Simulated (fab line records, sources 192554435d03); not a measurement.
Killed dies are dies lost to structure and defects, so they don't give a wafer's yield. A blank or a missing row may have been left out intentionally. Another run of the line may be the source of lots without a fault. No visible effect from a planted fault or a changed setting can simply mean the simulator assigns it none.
Split-lot study + flow n5 finfet + route with 1938 steps; 7 lots, 39 wafers read

## THE SPLIT
At N5_BEOL_M2_TRENCH_ETCH_37 (etches SiOC in C4F6/O2, target depth 55.555 nm, time 29.2 s), the setting target depth a was moved away from the recipe's 555.55 angstrom on 12 of the 39 wafers read, by -56.7% to +40.2%. All remaining wafers had this setting at the recipe value.

## FROM THE SPLIT TO THE READING: what the file shows between them, 8 steps
- N5_BEOL_M2_ETCH_41: etches SiCN in CH3F/O2, target depth 29.9 nm, time 52.5 s
- N5_BEOL_M2_STRIP_97: strips in N2/H2, time 10 s
- N5_BEOL_M2_OCD_MEAS_38
- N5_BEOL_M2_HM_STRIP_39: strips TiN in peroxide tin strip, target depth 25 nm, time 158 s
- N5_BEOL_M2_SRD_40: time 30 s
- N5_BEOL_M2_ECD_50: material Cu, target thk 300 nm
- N5_BEOL_M2_ANNEAL_51: time 90 s
- N5_BEOL_M2_CMP_52: polishes, stops on SiOC, t overpolish 6.8 s, target thk 40 nm

## THE READING
M2_THK, in nm, at N5_BEOL_M2_THK_MEAS_53 (measures by xrf). Fault-free wafers of this fab line usually give 40.8 nm, standard deviation 1.6 nm.

| wafer  | tool, chamber at the split | target depth a as run, angstrom | against the recipe | M2_THK, nm | against lot-mates on the recipe |
|--------|----------------------------|---------------------------------|--------------------|------------|---------------------------------|
| L077.1 | rie diel-05, 3             | 555.55                          | recipe             | 41.3       | -                               |
| L077.2 | rie diel-05, 2             | 555.55                          | recipe             | 38.7       | -                               |
| L077.3 | rie diel-05, 1             | 778.7                           | +40.2%             | 66.0       | +26.1                           |
| L077.4 | rie diel-05, 0             | 778.7                           | +40.2%             | 60.9       | +21.0                           |
| L077.5 | rie diel-05, 2             | 555.55                          | recipe             | 39.7       | -                               |
| L077.6 | rie diel-05, 1             | 778.7                           | +40.2%             | 64.2       | +24.3                           |
| L087.1 | rie diel-06, 0             | 555.55                          | recipe             | 43.1       | -                               |
| L087.2 | rie diel-06, 3             | 555.55                          | recipe             | 39.4       | -                               |
| L087.3 | rie diel-06, 2             | 555.55                          | recipe             | 42.9       | -                               |
| L087.4 | rie diel-06, 1             | 555.55                          | recipe             | 40.1       | -                               |
| L087.5 | rie diel-06, 0             | 555.55                          | recipe             | 42.8       | -                               |
| L087.6 | rie diel-06, 1             | 555.55                          | recipe             | 39.5       | -                               |
| L089.1 | rie diel-06, 2             | 555.55                          | recipe             | 43.2       | -                               |
| L089.2 | rie diel-06, 3             | 555.55                          | recipe             | 39.3       | -                               |
| L089.3 | rie diel-06, 1             | 555.55                          | recipe             | 40.1       | -                               |
| L089.4 | rie diel-06, 0             | 739.3                           | +33.1%             | 59.1       | +18.2                           |
| L089.5 | rie diel-06, 0             | 739.3                           | +33.1%             | 60.9       | +20.0                           |
| L089.6 | rie diel-06, 1             | 739.3                           | +33.1%             | 58.2       | +17.3                           |
| L090.3 | rie diel-06, 1             | 555.55                          | recipe             | 40.9       | -                               |
| L090.4 | rie diel-06, 2             | 555.55                          | recipe             | 41.5       | -                               |
| L090.5 | rie diel-06, 1             | 555.55                          | recipe             | 40.8       | -                               |
| L091.1 | rie diel-06, 2             | 240.7                           | -56.7%             | 9.0        | -31.1                           |
| L091.2 | rie diel-06, 1             | 555.55                          | recipe             | 39.8       | -                               |
| L091.3 | rie diel-06, 0             | 555.55                          | recipe             | 42.9       | -                               |
| L091.4 | rie diel-06, 3             | 240.7                           | -56.7%             | 8.7        | -31.4                           |
| L091.5 | rie diel-06, 0             | 240.7                           | -56.7%             | 8.2        | -31.9                           |
| L091.6 | rie diel-06, 3             | 555.55                          | recipe             | 37.5       | -                               |
| L097.1 | rie diel-01, 2             | 298.7                           | -46.2%             | 15.5       | -22.8                           |
| L097.2 | rie diel-01, 3             | 555.55                          | recipe             | 40.1       | -                               |
| L097.3 | rie diel-01, 1             | 555.55                          | recipe             | 37.5       | -                               |
| L097.4 | rie diel-01, 2             | 298.7                           | -46.2%             | 16.4       | -21.9                           |
| L097.5 | rie diel-01, 3             | 555.55                          | recipe             | 37.3       | -                               |
| L097.6 | rie diel-01, 1             | 298.7                           | -46.2%             | 13.9       | -24.4                           |
| L096.1 | rie diel-05, 3             | 555.55                          | recipe             | 42.2       | -                               |
| L096.2 | rie diel-05, 1             | 555.55                          | recipe             | 43.2       | -                               |
| L096.3 | rie diel-05, 0             | 555.55                          | recipe             | 38.4       | -                               |
| L096.4 | rie diel-05, 2             | 555.55                          | recipe             | 39.8       | -                               |
| L096.5 | rie diel-05, 0             | 555.55                          | recipe             | 40.6       | -                               |
| L096.6 | rie diel-05, 1             | 555.55                          | recipe             | 40.7       | -                               |

FIT RESULTS
A straight line over all 39 wafers: M2_THK changes by +0.563 nm for each +1% of target depth a; r = +0.99; the points scatter about the line by 1.7 nm.
The same after taking each lot's own level away (the mean of its wafers on the recipe; 39 wafers): +0.549 nm for each +1%; r = +0.99; scatter 1.7 nm.
Per that fit: largest target depth a move, reading shift of 31 nm.
Across the lots, their own levels run from 38.30 to 41.30 nm, a range of 1.9 times the standard deviation given above.
So the lot-to-lot level changes the slope little: the two slopes agree.
Check: for one of the wafers moved furthest among these (-56.7%), held out of the fit, the line's prediction against its lot-mates is -30.8 nm. Against them it came out at -31.1 nm.

## THE WHOLE CHAIN: every reading that the file lists as answering this split, in the file's order
| step                      | what it does                                                  | reading                                                                          | change (the file's fit)                                                           | r (the file's) |
|---------------------------|---------------------------------------------------------------|----------------------------------------------------------------------------------|-----------------------------------------------------------------------------------|----------------|
| N5_BEOL_M2_TRENCH_ETCH_37 | etches SiOC in C4F6/O2, target depth 55.555 nm, time 29.2 s   | BEOL_M2.feature depth nm (the simulator's own value, which no gauge read)        | +0.565 nm for each +1% of the setting                                             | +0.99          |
| N5_BEOL_M2_TRENCH_ETCH_37 | etches SiOC in C4F6/O2, target depth 55.555 nm, time 29.2 s   | etch.depth nm (the simulator's own value, which no gauge read)                   | +0.565 nm for each +1% of the setting                                             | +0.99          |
| N5_BEOL_M2_TRENCH_ETCH_37 | etches SiOC in C4F6/O2, target depth 55.555 nm, time 29.2 s   | TiN_of_BEOL_M2_HM_DEP_02.thk nm (the simulator's own value, which no gauge read) | -0.0222 nm for each +1% of the setting                                            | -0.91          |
| N5_BEOL_M2_OCD_MEAS_38    |                                                               | trench depth nm                                                                  | +0.568 nm for each +1% of the setting                                             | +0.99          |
| N5_BEOL_M2_CMP_52         | polishes, stops on SiOC, t overpolish 6.8 s, target thk 40 nm | Cu_of_BEOL_M2_ECD_50.thk nm (the simulator's own value, which no gauge read)     | +0.548 nm for each +1% of the setting                                             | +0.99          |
| N5_BEOL_M2_THK_MEAS_53    | measures by xrf                                               | M2_THK                                                                           | +0.548 for each +1% of the setting                                                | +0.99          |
| N5_BEOL_M2_RS_MEAS_58     | measures by four-point-probe                                  | M2_RS                                                                            | not straight: 5.68 at the lowest setting, 0.66 at the recipe, 0.37 at the highest | not given      |

## THE FILE'S OWN FIT
M2_THK changes by +0.548 nm for each +1% of target depth a, r = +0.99.
